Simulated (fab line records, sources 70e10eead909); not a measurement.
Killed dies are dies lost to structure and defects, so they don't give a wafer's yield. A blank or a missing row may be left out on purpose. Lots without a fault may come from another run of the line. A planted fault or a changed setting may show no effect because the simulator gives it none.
fab line records | flow nand_harc
record lots=6 wafers=18 last_day=31
route steps=1302 shown A_ONON_D1@428
lots that met no fault: from a run of the same line without faults
start_h: hours from the record's first day to the start of the lot's first wafer shown | wait_h: hours since the lot's step before | " the same as in the row above | L1.1+2: a row that stands for several wafers | - no value, or no start given | * or withheld: withheld | < > ~ a bound
route shown NAME@n: a module of which the file shows steps, and the number in the route of the first | usual: mean/standard deviation of fault-free wafers | same: alike in all rows | chamber/n: place in a boat | sites: the reading at each site | _std_site: their standard deviation | _edge_site: outer sites' mean less inner sites' | radius_mm: how far each site lies from the wafer's centre | mask NAME#n: copy n | behind: the tool/chamber that last shaped the wafer | hold: why the lot was held/for how many hours/how that ended | device: the transistor (n, p or np) that didn't switch | end of line: the same wafers' tests at the end of the route | a step without rows: its recipe alone | killed: dies lost to structure and defects at the first sort, not the wafer's yield | map: a wafer's dies, x killed, . not, _ none there
set.NAME: the setting as run; set.NAME@STEP: as run at that earlier step | model.NAME: the simulator's own value behind a step, which no gauge read
lots at some steps of the route; a table a step, a row a wafer
services: from which hour (start_h, from the record's first day; less than 0 if before it) a tool's chamber was out of use, for how many hours, and why
## steps
# step NHARC_A_ONON_D1_DEP_06
# recipe target_thk_a=10000 n2_flow_sccm=2750 n2o_flow_sccm=2000 nh3_flow_sccm=500 sih4_flow_sccm=210 temp_c=400
# step NHARC_A_ONON_D1_THK_MEAS_08
# recipe thk_meas_gauge=ellipsometry
# usual thk_nm=1001/11
# columns lot.wafer tool chamber start_h wait_h thk_nm
L567.2 film_metro-01 - 154.82 - 973
L567.4 " - " " 975
L567.6 " - " " 975
L568.1 film_metro-01 - 179.28 - 1003
L568.5 " - " " 1000
L568.6 " - " " 1002
L577.2 film_metro-01 - 268.10 - 984
L577.4 " - " " 986
L577.6 " - " " 985
L578.1 film_metro-02 - 275.33 - 1005
L578.4 " - " " 1005
L578.5 " - " " 1006
L583.3 film_metro-02 - 333.75 - 1011
L583.5 " - " " 1009
L583.6 " - " " 1009
L584.1 film_metro-02 - 341.94 - 1014
L584.2 " - " " 1012
L584.3 " - " " 1012
# step NHARC_A_ONON_D1_DEP_09
# recipe target_thk_a=10000 n2_flow_sccm=2750 n2o_flow_sccm=2000 nh3_flow_sccm=500 sih4_flow_sccm=210 temp_c=400
# step NHARC_A_ONON_D1_THK_MEAS_11
# recipe thk_meas_gauge=ellipsometry
# usual thk_nm=1001/9.6
# columns lot.wafer tool chamber start_h wait_h thk_nm
L567.2 film_metro-01 - 155.39 - 1005
L567.4 " - " " 1004
L567.6 " - " " 1006
L568.1 film_metro-02 - 179.84 - 992
L568.5 " - " " 993
L568.6 " - " " 993
L577.2 film_metro-02 - 268.67 - 982
L577.4 " - " " 979
L577.6 " - " " 981
L578.1 film_metro-01 - 275.91 - 999
L578.4 " - " " 999
L578.5 " - " " 998
L583.3 film_metro-02 - 334.32 - 1000
L583.5 " - " " 996
L583.6 " - " " 999
L584.1 film_metro-02 - 342.51 - 1018
L584.2 " - " " 1018
L584.3 " - " " 1016
# step NHARC_A_ONON_D1_DEP_12
# recipe target_thk_a=10000 n2_flow_sccm=2750 n2o_flow_sccm=2000 nh3_flow_sccm=500 sih4_flow_sccm=210 temp_c=400
# step NHARC_A_ONON_D1_THK_MEAS_14
# recipe thk_meas_gauge=ellipsometry
# usual thk_nm=999/6.9
# columns lot.wafer tool chamber start_h wait_h thk_nm
L567.2 film_metro-02 - 155.94 - 1002
L567.4 " - " " 1003
L567.6 " - " " 1004
L568.1 film_metro-01 - 180.41 - 1007
L568.5 " - " " 1008
L568.6 " - " " 1008
L577.2 film_metro-01 - 269.24 - 998
L577.4 " - " " 1000
L577.6 " - " " 999
L578.1 film_metro-01 - 276.47 - 1001
L578.4 " - " " 1002
L578.5 " - " " 1003
L583.3 film_metro-01 - 334.89 - 1000
L583.5 " - " " 999
L583.6 " - " " 998
L584.1 film_metro-01 - 343.08 - 991
L584.2 " - " " 990
L584.3 " - " " 991
# step NHARC_A_ONON_D1_ANNEAL_15
# recipe temp_c=750 time_s=3600
# step NHARC_A_ONON_D1_DEP_16
# recipe target_thk_a=10000 n2_flow_sccm=2750 n2o_flow_sccm=2000 nh3_flow_sccm=500 sih4_flow_sccm=210 temp_c=400
# step NHARC_A_ONON_D1_THK_MEAS_18
# recipe thk_meas_gauge=ellipsometry
# usual thk_nm=997/11
# columns lot.wafer tool chamber start_h wait_h thk_nm
L567.2 film_metro-01 - 164.07 - 997
L567.4 " - " " 996
L567.6 " - " " 998
L568.1 film_metro-01 - 188.22 - 991
L568.5 " - " " 990
L568.6 " - " " 992
L577.2 film_metro-02 - 276.98 - 1021
L577.4 " - " " 1021
L577.6 " - " " 1024
L578.1 film_metro-02 - 284.83 - 1011
L578.4 " - " " 1014
L578.5 " - " " 1012
L583.3 film_metro-01 - 345.84 - 998
L583.5 " - " " 999
L583.6 " - " " 1000
L584.1 film_metro-01 - 351.96 - 989
L584.2 " - " " 992
L584.3 " - " " 989
# step NHARC_A_ONON_D1_DEP_19
# recipe target_thk_a=10000 n2_flow_sccm=2750 n2o_flow_sccm=2000 nh3_flow_sccm=500 sih4_flow_sccm=210 temp_c=400
# step NHARC_A_ONON_D1_THK_MEAS_21
# recipe thk_meas_gauge=ellipsometry
# usual thk_nm=998/10
# columns lot.wafer tool chamber start_h wait_h thk_nm
L567.2 film_metro-01 - 164.67 - 1010
L567.4 " - " " 1011
L567.6 " - " " 1012
L568.1 film_metro-02 - 188.77 - 1000
L568.5 " - " " 1002
L568.6 " - " " 1002
L577.2 film_metro-01 - 277.54 - 983
L577.4 " - " " 983
L577.6 " - " " 987
L578.1 film_metro-01 - 285.40 - 978
L578.4 " - " " 979
L578.5 " - " " 977
L583.3 film_metro-01 - 346.41 - 991
L583.5 " - " " 992
L583.6 " - " " 994
L584.1 film_metro-02 - 352.52 - 987
L584.2 " - " " 987
L584.3 " - " " 984
# step NHARC_A_ONON_D1_DEP_22
# recipe target_thk_a=10000 n2_flow_sccm=2750 n2o_flow_sccm=2000 nh3_flow_sccm=500 sih4_flow_sccm=210 temp_c=400
# usual nh3_flow_sccm=500.1/1.5
# columns lot.wafer tool chamber start_h wait_h nh3_flow_sccm
L567.2 pecvd_onon-02 0 164.78 0.1 499.3
L567.4 " 0 " " 500.9
L567.6 " 0 " " 498.6
L568.1 pecvd_onon-04 0 188.83 0.1 502.0
L568.5 " 0 " " 499.5
L568.6 " 0 " " 500.1
L577.2 pecvd_onon-02 0 277.66 0.1 500.8
L577.4 " 0 " " 500.1
L577.6 " 0 " " 501.8
L578.1 pecvd_onon-02 0 285.46 0.1 500.0
L578.4 " 0 " " 499.1
L578.5 " 0 " " 499.0
L583.3 pecvd_onon-04 0 346.58 0.2 497.6
L583.5 " 0 " " 497.7
L583.6 " 0 " " 498.2
L584.1 pecvd_onon-04 0 352.58 0.1 502.1
L584.2 " 0 " " 500.4
L584.3 " 0 " " 500.2
# step NHARC_A_ONON_D1_THK_MEAS_24
# recipe thk_meas_gauge=ellipsometry
# usual thk_nm=998/7.6
# columns lot.wafer tool chamber start_h wait_h hold thk_nm
L567.2 film_metro-01 - 165.23 - - 985
L567.4 " - " " - 982
L567.6 " - " " - 984
L568.1 film_metro-02 - 189.34 - - 1001
L568.5 " - " " - 1003
L568.6 " - " " - 1001
L577.2 film_metro-02 - 278.11 - await_dispo/0.2h/release 932
L577.4 " - " " await_dispo/0.2h/release 931
L577.6 " - " " await_dispo/0.2h/release 931
L577.2 film_metro-02 - 278.28 0.2 - 931
L577.4 " - " " - 931
L577.6 " - " " - 932
L578.1 film_metro-02 - 285.97 - await_dispo/0.2h/release 932
L578.4 " - " " await_dispo/0.2h/release 932
L578.5 " - " " await_dispo/0.2h/release 934
L578.1 film_metro-02 - 286.14 0.2 - 933
L578.4 " - " " - 930
L578.5 " - " " - 933
L583.3 film_metro-01 - 346.98 - - 1008
L583.5 " - " " - 1007
L583.6 " - " " - 1007
L584.1 film_metro-02 - 353.12 - - 994
L584.2 " - " " - 995
L584.3 " - " " - 996
## services
# columns tool chamber start_h hours kind
pecvd_onon-02 - 185.00 13.0 pm
pecvd_onon-02 - 298.05 13.9 repair
pecvd_onon-04 - 311.11 13.0 pm
## key
first_sign step=NHARC_A_ONON_D1_THK_MEAS_24 reading=visit direction=added
effect step=NHARC_A_ONON_D1_THK_MEAS_24 reading=thk_nm direction=down sigmas=8.8 usual=998 struck=932
met_at NHARC_A_ONON_D1_DEP_22
struck_wafers L577.2,L577.4,L577.6,L578.1,L578.4,L578.5
later_rows_left_out L577.2,L577.4,L577.6,L578.1,L578.4,L578.5
sort_left_out L577.2,L577.4,L577.6,L578.1,L578.4,L578.5
tester_left_out L577,L578
onset_between 164.78 277.66
fault kind=process_parameter_drift tool=pecvd_onon-02 chamber=- onset_h=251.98 steps=NHARC_A_ONON_D1_DEP_22 channel=target_thk_a offset=* shape=step end_h=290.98 acts_in=* stated=*
# tester_left_out: of these lots the tester's yield and bins aren't shown, on N5 and GAA mostly nor the transistor test; their killed dies are dies lost to structure and defects alone, not to doping, threshold or leakage, so they don't give the yield
# sort_left_out: the simulated sort isn't trusted on such a fault, so these wafers' sort isn't shown, and their yield isn't known
# later_rows_left_out: the simulator's readings of these wafers behind a module that went badly wrong aren't trusted and aren't shown, but for the sort
